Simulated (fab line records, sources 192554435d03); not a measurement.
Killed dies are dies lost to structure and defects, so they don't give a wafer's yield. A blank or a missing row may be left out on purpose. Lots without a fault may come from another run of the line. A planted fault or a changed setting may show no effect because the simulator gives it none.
A struck lot beside a sound one | flow n5_finfet | 14 steps out of a route of 1938
Sound: wafers L273.1, L273.3, L273.4. Struck: wafers L277.2, L277.5, L277.6. The cause comes at the end.
At each step with rows: each side's tool, then ch and its chambers, then its first start. Under that, the readings that differ: sound wafers | struck wafers | difference of the means | sigmas: that difference in standard deviations of wafers without a fault.
alike: readings whose means differ by less than 2 such deviations, and words and numbers that are the same on both sides. not compared: withheld readings, readings that some wafer has no value for, bounds like >300 that may hide the same value, and numbers for which the record gives no deviation and whose values overlap.
The two part at a step that has a row with sigmas, a row that says differs or no value, or rows on one side only. Numbers that don't overlap but have no deviation are shown without sigmas and don't part them. A reading that every wafer of one side lacks parts them only if that side has two wafers or more.

N5_BEOL_M10_RS_MEAS_57: measures by four-point-probe.
  sound on film_metro-02, day 10 15:32; struck on film_metro-02, day 11 10:22
  alike: M10_RS
N5_BEOL_M10_INSPECT_58: inspects for defects (darkfield).
  sound on defect_inspect-01, day 10 15:34; struck on defect_inspect-02, day 11 10:23
  alike: raw_defect_count
N5_BEOL_M11_ILD_DEP_00: deposits SiCOH lowk from DEMS/porogen, target thk 308.51 nm, time 58 s.
  sound on pecvd-01 ch 0,2, day 10 15:37; struck on pecvd-01 ch 1,2, day 11 10:25
  alike: heater_power_w, showerhead_plenum_p_Torr, throttle_valve_pct
N5_BEOL_M11_CURE_71: cures SiCOH lowk, time 240 s.
  sound on uv_cure-01 ch 2, day 10 15:41; struck on uv_cure-02 ch 0, day 11 10:44
  alike: lamp_power_pct, wafer_temp_C_max
N5_BEOL_M11_THK_MEAS_01:
  sound on film_metro-02, day 10 16:12; struck on film_metro-02, day 11 11:10
  alike: M11_ILD_THK
N5_BEOL_M11_PECVD_70: deposits SiO2 from TEOS/O2, target thk 20 nm, time 22.7 s.
  sound on pecvd-02 ch 0,2, day 10 16:14; struck on pecvd-02 ch 0,2, day 11 11:12
  alike: heater_power_w, showerhead_plenum_p_Torr, throttle_valve_pct
N5_BEOL_M11_HM_DEP_02: deposits TiN, target thk 20 nm.
  sound on pvd_sputter-01, day 10 16:48; struck on pvd_sputter-03, day 11 13:39
  alike: throttle_valve_pct
then, 5 steps without rows for these wafers: N5_BEOL_M11_COAT_59 (time 60 s, resist thk 100 nm); N5_BEOL_M11_COAT_60 (time 60 s, resist thk 30 nm); N5_BEOL_M11_COAT_05 (resist thk 90 nm); N5_BEOL_M11_EBR_07; N5_BEOL_M11_SOFTBAKE_06 (time 60 s).
N5_BEOL_M11_EXPOSE_08: exposes mask M11.
  sound on arfi_scanner-01 ch 0, day 10 17:02; struck on arfi_scanner-02, day 11 13:54
  no value came back on the struck wafers for dipole_opening_deg (degrees), exposure_dose_mJ_cm2, focus_offset_nm (nm), sigma_outer; on the sound wafers dipole_opening_deg (degrees) reads 40 40 40
  alike: mask
then, 1 step without rows for these wafers: N5_BEOL_M11_PEB_09 (peb time 60 s).

WHERE THEY PART
Only at N5_BEOL_M11_EXPOSE_08, within this record.

WHY: what the simulator had put in
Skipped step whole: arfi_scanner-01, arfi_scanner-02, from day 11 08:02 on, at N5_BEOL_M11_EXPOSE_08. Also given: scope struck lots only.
